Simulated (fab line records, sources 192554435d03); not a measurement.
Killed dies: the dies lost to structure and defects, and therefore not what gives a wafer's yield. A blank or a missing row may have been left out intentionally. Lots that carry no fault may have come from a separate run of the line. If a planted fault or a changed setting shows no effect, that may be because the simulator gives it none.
Which tool was responsible?	flow n5_finfet	Sampling: 14 lots, 42 wafers, 6 of 1938 route steps

## WHAT THE GAUGES READ, wafer by wafer
N5_BEOL_M13_CD_MEAS_17: the cd target is 190 nm.
lot	measured	on	cd_nm (nm)
L924	day 11 04:33	cd_sem-01	189.3 190.1 191.0
L926	day 11 09:31	cd_sem-02	190.1 190.7 190.8
L925	day 11 10:23	cd_sem-02	189.1 190.7 187.6
L928	day 12 05:55	cd_sem-02	- - -
L929	day 12 14:22	cd_sem-02	- - -
L937	day 15 00:54	cd_sem-02	187.7 186.6 189.1
L939	day 15 19:39	cd_sem-01	191.8 191.6 193.2
L944	day 16 09:25	cd_sem-03	186.8 187.9 186.0
L940	day 16 17:32	cd_sem-02	189.2 190.2 189.5
L946	day 17 00:32	cd_sem-02	187.9 188.3 187.5
L943	day 17 01:02	cd_sem-01	188.8 188.7 190.2
L942	day 17 01:38	cd_sem-01	188.6 188.8 189.6
L945	day 17 06:37	cd_sem-02	186.8 188.8 184.9
L947	day 17 14:04	cd_sem-01	190.4 192.0 190.6

## WHAT TOOL EACH LOT RAN ON (gives the tool, then ch and the chambers of the sampled wafers, and finally the start)
lot	N5_BEOL_M13_ILD_DEP_00	N5_BEOL_M13_DESCUM_15	N5_BEOL_M13_ETCH_59	N5_BEOL_M13_VIA_ETCH_16	N5_BEOL_M13_STRIP_63
L924	pecvd-04 ch 0,1,2, day 11 03:28	rie_diel-04 ch 1,3, day 11 04:01	rie_diel-04 ch 1,3, day 11 04:04	rie_diel-04 ch 1,3, day 11 04:07	plasma_asher-01 ch 0,1, day 11 04:20
L926	pecvd-03 ch 0,2, day 11 08:26	rie_diel-03 ch 0,1,3, day 11 08:59	rie_diel-03 ch 0,1,3, day 11 09:01	rie_diel-03 ch 0,1,3, day 11 09:05	plasma_asher-01 ch 0,1, day 11 09:20
L925	pecvd-03 ch 1,2, day 11 09:11	rie_diel-01 ch 0,1,3, day 11 09:50	rie_diel-01 ch 0,1,3, day 11 09:53	rie_diel-01 ch 0,1,3, day 11 09:56	plasma_asher-02 ch 0,1, day 11 10:11
L928	pecvd-04 ch 0,1, day 12 04:43	rie_diel-04 ch 0,1,3, day 12 05:23	rie_diel-04 ch 0,1,3, day 12 05:25	rie_diel-04 ch 0,1,3, day 12 05:29	plasma_asher-01 ch 0,1, day 12 05:43
L929	pecvd-03 ch 0,1,2, day 12 13:10	rie_diel-04 ch 1,2,3, day 12 13:50	rie_diel-04 ch 1,2,3, day 12 13:52	rie_diel-04 ch 1,2,3, day 12 13:55	plasma_asher-01 ch 0,1, day 12 14:10
L937	pecvd-03 ch 1,2, day 14 23:37	rie_diel-03 ch 0,2,3, day 15 00:22	rie_diel-03 ch 0,2,3, day 15 00:23	rie_diel-03 ch 0,2,3, day 15 00:27	plasma_asher-01 ch 0,1, day 15 00:42
L939	pecvd-03 ch 0,1,2, day 15 18:37	rie_diel-03 ch 0,1, day 15 19:07	rie_diel-03 ch 0,1, day 15 19:09	rie_diel-03 ch 0,1, day 15 19:12	plasma_asher-02 ch 0,1, day 15 19:27
L944	pecvd-03 ch 0,2, day 16 08:13	rie_diel-03 ch 0,1,2, day 16 08:53	rie_diel-03 ch 0,1,2, day 16 08:56	rie_diel-03 ch 0,1,2, day 16 08:59	plasma_asher-01 ch 1, day 16 09:13
L940	pecvd-03 ch 1,2, day 16 16:20	rie_diel-01 ch 0,2, day 16 17:00	rie_diel-01 ch 0,2, day 16 17:02	rie_diel-01 ch 0,2, day 16 17:05	plasma_asher-02 ch 0,1, day 16 17:19
L946	pecvd-01 ch 0,2, day 16 23:19	rie_diel-03 ch 1,2, day 17 00:01	rie_diel-03 ch 1,2, day 17 00:02	rie_diel-03 ch 1,2, day 17 00:05	plasma_asher-01 ch 0,1, day 17 00:20
L943	pecvd-04 ch 0,1, day 16 23:54	rie_diel-04 ch 0,2,3, day 17 00:30	rie_diel-04 ch 0,2,3, day 17 00:32	rie_diel-04 ch 0,2,3, day 17 00:35	plasma_asher-01 ch 0,1, day 17 00:49
L942	pecvd-01 ch 0,2, day 17 00:25	rie_diel-01 ch 0,2, day 17 00:58	rie_diel-01 ch 0,2, day 17 01:02	rie_diel-01 ch 0,2, day 17 01:11	plasma_asher-02 ch 0,1, day 17 01:26
L945	pecvd-03 ch 1,2, day 17 05:24	rie_diel-03 ch 0,2, day 17 06:05	rie_diel-03 ch 0,2, day 17 06:07	rie_diel-03 ch 0,2, day 17 06:10	plasma_asher-01 ch 0,1, day 17 06:24
L947	pecvd-03 ch 0,2, day 17 12:50	rie_diel-01 ch 0,2,3, day 17 13:32	rie_diel-01 ch 0,2,3, day 17 13:34	rie_diel-01 ch 0,2,3, day 17 13:38	plasma_asher-02 ch 0,1, day 17 13:52
- N5_BEOL_M13_ILD_DEP_00: deposits SiOC from DEMS/O2, target thk 837.92 nm, time 166.4 s.
- N5_BEOL_M13_DESCUM_15: chemistry O2, time 7.9 s.
- N5_BEOL_M13_ETCH_59: etches BARC in N2/H2, target depth 89 nm, overetch 26.7 nm, time 67.9 s.
- N5_BEOL_M13_VIA_ETCH_16: etches SiOC in C4F8/O2/Ar, target depth 921.7 nm.
- N5_BEOL_M13_STRIP_63: strips in N2/H2.

## AS READ BY THE TOOLS THEMSELVES (means over the sampled wafers that have a number; for cases with no such wafer, the mark the record gives instead)
N5_BEOL_M13_ILD_DEP_00.
lot	tool	heater_power_w (W)	rf_fwd_power_W (W)	showerhead_plenum_p_Torr (Torr)	susceptor_temp_C (C)	throttle_valve_pct (%)
L924	pecvd-04	425	498.8	5.701	350.10	11.5
L926	pecvd-03	516	497.2	5.706	349.89	11.7
L925	pecvd-03	523	497.2	5.695	350.16	12.2
L928	pecvd-04	370	498.2	5.719	349.93	11.9
L929	pecvd-03	545	496.4	5.685	350.02	12.0
L937	pecvd-03	514	498.5	5.679	349.96	12.2
L939	pecvd-03	524	499.5	5.705	350.10	12.0
L944	pecvd-03	495	499.4	5.688	349.89	11.8
L940	pecvd-03	516	500.0	5.696	349.96	12.3
L946	pecvd-01	493	499.1	5.711	350.16	11.8
L943	pecvd-04	364	498.2	5.702	349.86	11.5
L942	pecvd-01	511	498.5	5.712	349.80	11.8
L945	pecvd-03	525	498.0	5.689	350.01	12.3
L947	pecvd-03	517	497.3	5.706	349.96	11.7

N5_BEOL_M13_DESCUM_15.
lot	tool	drypump_motor_current_A (A)	oes_product_au (a.u.)	rf_fwd_power_W (W)	rf_vpp_V (V)	showerhead_plenum_p_Torr (Torr)	throttle_valve_pct (%)
L924	rie_diel-04	5.4	0.76	49.22	243.1	2.13	20.33
L926	rie_diel-03	6.1	0.78	49.12	242.8	2.09	20.14
L925	rie_diel-01	5.6	0.78	49.25	241.5	2.04	20.45
L928	rie_diel-04	5.6	0.74	49.41	243.9	2.12	20.36
L929	rie_diel-04	6.0	0.80	49.38	242.8	2.09	20.34
L937	rie_diel-03	6.5	0.73	49.25	242.1	2.04	20.40
L939	rie_diel-03	6.0	0.76	49.34	243.6	2.10	20.17
L944	rie_diel-03	6.1	0.75	49.35	242.5	2.07	20.32
L940	rie_diel-01	5.5	0.73	49.44	243.3	2.08	20.45
L946	rie_diel-03	6.2	0.73	49.19	241.8	2.03	20.44
L943	rie_diel-04	6.2	0.75	49.23	242.1	2.07	20.39
L942	rie_diel-01	5.3	0.70	49.37	243.7	2.06	20.27
L945	rie_diel-03	6.5	0.74	49.23	242.1	2.05	20.41
L947	rie_diel-01	5.7	0.74	49.45	242.8	2.06	20.40

N5_BEOL_M13_ETCH_59.
lot	tool	bias_w (W)	chamber_pressure_mTorr (mTorr)	drypump_motor_current_A (A)	oes_product_au (a.u.)	rf_fwd_power_W (W)	rf_vpp_V (V)	showerhead_plenum_p_Torr (Torr)	throttle_valve_pct (%)
L924	rie_diel-04	149.8	30.016	5.4	0.65	833	525.4	2.59	17.87
L926	rie_diel-03	150.3	29.991	6.1	0.67	832	523.6	2.55	17.70
L925	rie_diel-01	150.5	30.005	5.6	0.66	829	521.6	2.48	17.88
L928	rie_diel-04	149.6	29.969	5.6	0.64	834	525.0	2.58	17.87
L929	rie_diel-04	150.0	30.016	6.0	0.67	834	523.6	2.53	17.73
L937	rie_diel-03	149.8	29.996	6.5	0.63	832	522.6	2.49	17.98
L939	rie_diel-03	150.1	30.009	6.0	0.67	832	525.0	2.55	17.67
L944	rie_diel-03	150.0	30.013	6.1	0.65	832	522.8	2.50	17.75
L940	rie_diel-01	149.6	29.993	5.5	0.63	836	523.8	2.52	17.85
L946	rie_diel-03	150.4	30.002	6.2	0.63	832	521.2	2.45	17.84
L943	rie_diel-04	150.1	29.965	6.2	0.65	832	523.2	2.51	17.76
L942	rie_diel-01	149.8	29.998	5.3	0.60	834	522.5	2.52	17.80
L945	rie_diel-03	150.3	30.033	6.5	0.63	832	522.9	2.49	17.92
L947	rie_diel-01	150.0	29.988	5.8	0.63	835	522.4	2.50	17.83

N5_BEOL_M13_VIA_ETCH_16.
lot	tool	C4F8_flow_sccm (sccm)	O2_flow_sccm (sccm)	drypump_motor_current_A (A)	oes_product_au (a.u.)	rf_fwd_power_W (W)	rf_vpp_V (V)	showerhead_plenum_p_Torr (Torr)	throttle_valve_pct (%)
L924	rie_diel-04	15.01	8.014	5.4	0.68	2986	666.8	3.46	24.05
L926	rie_diel-03	15.00	8.003	6.0	0.70	2980	666.3	3.41	23.88
L925	rie_diel-01	14.98	7.994	5.6	0.70	2999	663.0	3.35	24.27
L928	rie_diel-04	-	-	-	-	-	-	-	-
L929	rie_diel-04	-	-	-	-	-	-	-	-
L937	rie_diel-03	15.05	8.001	6.5	0.66	2988	663.6	3.33	24.11
L939	rie_diel-03	15.01	8.001	6.0	0.69	2982	666.0	3.41	23.86
L944	rie_diel-03	14.97	7.989	6.1	0.67	2997	664.3	3.36	23.98
L940	rie_diel-01	15.00	8.015	5.5	0.66	2986	664.2	3.42	24.25
L946	rie_diel-03	15.02	8.033	6.2	0.66	2999	662.7	3.31	24.13
L943	rie_diel-04	15.03	7.988	6.2	0.68	2986	663.9	3.37	24.02
L942	rie_diel-01	14.97	7.999	5.3	0.63	2997	664.1	3.40	24.13
L945	rie_diel-03	15.05	8.007	6.5	0.66	2991	664.3	3.33	24.06
L947	rie_diel-01	15.03	7.989	5.8	0.67	3001	663.6	3.38	24.21

N5_BEOL_M13_STRIP_63.
lot	tool	drypump_motor_current_A (A)	heater_power_w (W)	oes_product_au (a.u.)	strip_time_to_endpoint_s (s)
L924	plasma_asher-01	6.03	339	0.676	27.3
L926	plasma_asher-01	6.02	333	0.676	27.6
L925	plasma_asher-02	5.87	267	0.678	29.8
L928	plasma_asher-01	5.94	330	0.856	93.4
L929	plasma_asher-01	6.02	341	0.858	93.9
L937	plasma_asher-01	6.04	332	0.671	28.2
L939	plasma_asher-02	5.85	273	0.680	27.7
L944	plasma_asher-01	5.91	322	0.673	28.1
L940	plasma_asher-02	5.94	261	0.673	28.1
L946	plasma_asher-01	5.96	334	0.676	28.3
L943	plasma_asher-01	5.96	327	0.676	27.3
L942	plasma_asher-02	5.87	270	0.676	27.4
L945	plasma_asher-01	5.96	329	0.677	28.5
L947	plasma_asher-02	5.94	261	0.671	27.4

## THE ANSWER, worked out from the rows above alone
Rule: the usual values come from the lots themselves. The widest of any qualifying gaps counts: lots, ordered by their means at a reading, are off when they make up no more than a third of the lots, leave a main group of 4 or more, and stand apart from it by 3 or more times the standard deviation of that group's means. A main group whose means are all the same, to the digits that the tables above print for the reading, isn't used. Also off: a lot with no number at a reading for which 4 or more lots have one. Where the step has rows for the other lots, those lots are counted as sound. Order of review: gauges by route order, followed by the tools' own readings, for which a lot's mean as printed above is used. The first step at which some lot is off is used, and at that step the reading that is off furthest; a lot without a number counts as furthest.
Off: L928, L929 (N5_BEOL_M13_CD_MEAS_17, cd_nm). Without a number there: L928, L929. Mean 189.2 nm and standard deviation 1.6 in the main group.
A tool fits if, at a process step before that reading, it ran every lot that is off, and no sound lot after the first of them. The gauges at N5_BEOL_M13_CD_MEAS_17 aren't tried: what is off there is off at N5_BEOL_M13_VIA_ETCH_16 too, on other tools, and a gauge's error can't cause that. No candidate that was tried fits.

## WHAT WAS PUT IN BY THE SIMULATOR
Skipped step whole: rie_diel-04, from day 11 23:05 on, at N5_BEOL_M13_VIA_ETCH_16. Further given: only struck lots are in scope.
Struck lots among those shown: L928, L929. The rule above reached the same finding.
